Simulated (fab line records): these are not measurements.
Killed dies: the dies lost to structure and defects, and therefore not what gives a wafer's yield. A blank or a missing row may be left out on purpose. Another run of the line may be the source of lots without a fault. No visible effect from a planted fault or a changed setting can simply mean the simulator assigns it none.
Comparing a struck lot with a sound one    flow n5-finfet    16 out of 1938 route steps
Sound: the wafers L102.2, L102.3, L102.5. Struck: wafer L109.3. (L109.1, L109.2 of the same lot were not struck and are left out.) The cause comes at the end.
Each step with rows lists, per side, the tool, then ch with its chambers, then its first start. Under that, the readings that differ: sound wafers    struck wafers    difference of the means    sigmas: that difference in standard deviations of wafers without a fault.
alike: a reading whose means differ by less than 2 such deviations, as well as words and numbers matching on both sides. not compared: withheld readings; readings where some wafer has no value; bounds like >300 that might hide an equal value; numbers whose values overlap and for which the record gives no deviation.
The two part at a step that has a row with sigmas, a row that says differs or no value, or rows on one side only. When numbers do not overlap yet have no deviation, they are printed without sigmas and do not part them. A reading that every wafer of one side lacks parts them only if that side has two wafers or more.

N5_MOL_CONTACT_COAG_OVL_MEAS_85:
  sound on overlay-02 ch 0, day 5 16:07; struck on overlay-02 ch 0, day 7 01:44
  alike: VG_OVL
N5_MOL_CONTACT_COAG_INSPECT_57: inspects for defects (brightfield).
  sound: defect-inspect-02 at day 5 16:10; struck: defect-inspect-01 at day 7 01:47
reading           sound        struck  difference  sigmas
raw-defect-count  279 209 278  159     -96         -2
then, 1 step without rows for these wafers: N5_MOL_CONTACT_COAG_DESCUM_88 (chemistry O2, time 7 s).
N5_MOL_CONTACT_COAG_ETCH_89: etches underlayer in N2/H2, target depth 13 nm, time 10.4 s.
  sound on rie-diel-06 ch 0,1,3, day 5 16:14; struck on rie-diel-01 ch 3, day 7 01:51
reading                sound              struck  difference  sigmas
etch-rf-on-time-s (s)  10.59 10.30 10.14  10.84   +0.50       +2
  alike: bias-w, drypump-motor-current-A, oes-product-au, rf-vpp-V, showerhead-plenum-p-Torr, throttle-valve-pct
  not compared: rf-hours-counter-h
then, 2 steps without rows for these wafers: N5_MOL_CONTACT_COAG_ETCH_90 (etches SiARC in CF4, target depth 13 nm, time 21.7 s); N5_MOL_CONTACT_COAG_ALD_131 (deposits SiO2, target thk 5 nm, pulse time 1 s, co reactant pulse time 1 s).
N5_MOL_CONTACT_COAG_ETCHBACK_132: etches SiO2 in CHF3, target depth 10 nm, time 6.7 s.
  sound on rie-diel-05 ch 0,1,3, day 5 16:34; struck on rie-diel-05 ch 0, day 7 02:37
  alike: CHF3_flow_sccm, bias-w, drypump-motor-current-A, mfc-ar-sccm, oes-product-au, rf-vpp-V, showerhead-plenum-p-Torr, throttle-valve-pct
  not compared: rf-hours-counter-h
N5_MOL_CONTACT_COAG_ETCH_91: etches SOC in N2/H2, target depth 60 nm, overetch 21 nm, time 101.2 s.
  sound on rie-diel-05 ch 0,1,3, day 5 16:37; struck on rie-diel-05 ch 0, day 7 02:39
  alike: bias-w, drypump-motor-current-A, oes-product-au, rf-vpp-V, showerhead-plenum-p-Torr, throttle-valve-pct
  not compared: rf-hours-counter-h
then, 2 steps without rows for these wafers: N5_MOL_CONTACT_COAG_STRIP_92 (strips in N2/H2); N5_MOL_CONTACT_COAG_STRIP_93 (strips in N2/H2).
N5_MOL_CONTACT_COAG_ETCHBACK_135: etches SiO2 in CHF3, target depth 25 nm, time 16.7 s.
  sound on rie-diel-05 ch 0,1,3, day 5 16:42; struck on rie-diel-05 ch 0, day 7 02:44
  alike: CHF3_flow_sccm, bias-w, drypump-motor-current-A, mfc-ar-sccm, oes-product-au, rf-vpp-V, showerhead-plenum-p-Torr, throttle-valve-pct
  not compared: rf-hours-counter-h
then, 1 step without rows for these wafers: N5_MOL_CONTACT_COAG_STRIP_118 (strips in CHF3).
N5_MOL_CONTACT_COAG_VIA_ETCH_46: etches SiO2 in C4F6/O2, target depth 46 nm, overetch 9.2 nm, time 40 s.
  sound on rie-diel-05 ch 0,1,3, day 5 16:44; struck on rie-diel-05 ch 0, day 7 02:46
reading                                            sound       struck  difference  sigmas
model.SOC_of_MOL_CONTACT_COAG_COAT_75.thk-nm (nm)  51 50.4 51  52      +1          
  alike: C4F6_flow_sccm, bias-w, drypump-motor-current-A, mfc-ar-sccm, oes-product-au, rf-vpp-V, showerhead-plenum-p-Torr, throttle-valve-pct
  not compared: rf-hours-counter-h
N5_MOL_CONTACT_COAG_STRIP_96: strips in N2/H2.
  sound on rie-diel-05 ch 0,1,3, day 5 16:48; struck on rie-diel-05 ch 0, day 7 02:50
  alike: drypump-motor-current-A, oes-product-au, rf-vpp-V, showerhead-plenum-p-Torr, throttle-valve-pct
  not compared: rf-hours-counter-h
-- record jumps: 3 days separate the struck wafers' starts on either side; left off in module MOL_CONTACT_COAG, taken up again in module BEOL_M4, whose first shown step is the route's number 1111 --
N5_BEOL_M4_RC_MEAS_101:
  sound on prober-02 ch 0, day 8 20:24; struck on prober-01 ch 0, day 10 04:49
  alike: DIBL_N, DIBL_P, IOFF_N, IOFF_P, ION_N, ION_P, SS_N, SS_P, VT_N, VT_P
-- the record jumps here: 5 days lie between the struck wafers' starts before and after (it left off in module BEOL_M4 and takes up again in module PASSIVATION, whose first step shown is number 1936 of the route) --
N5_PASSIVATION_PROBE_49:
  record: rows for the struck wafers here (prober-02, day 14 18:07), none for the sound ones

== WHERE THEY PART ==
First at N5_MOL_CONTACT_COAG_INSPECT_57; last, within this record, at N5_PASSIVATION_PROBE_49.

WHY: the cause the simulator had injected
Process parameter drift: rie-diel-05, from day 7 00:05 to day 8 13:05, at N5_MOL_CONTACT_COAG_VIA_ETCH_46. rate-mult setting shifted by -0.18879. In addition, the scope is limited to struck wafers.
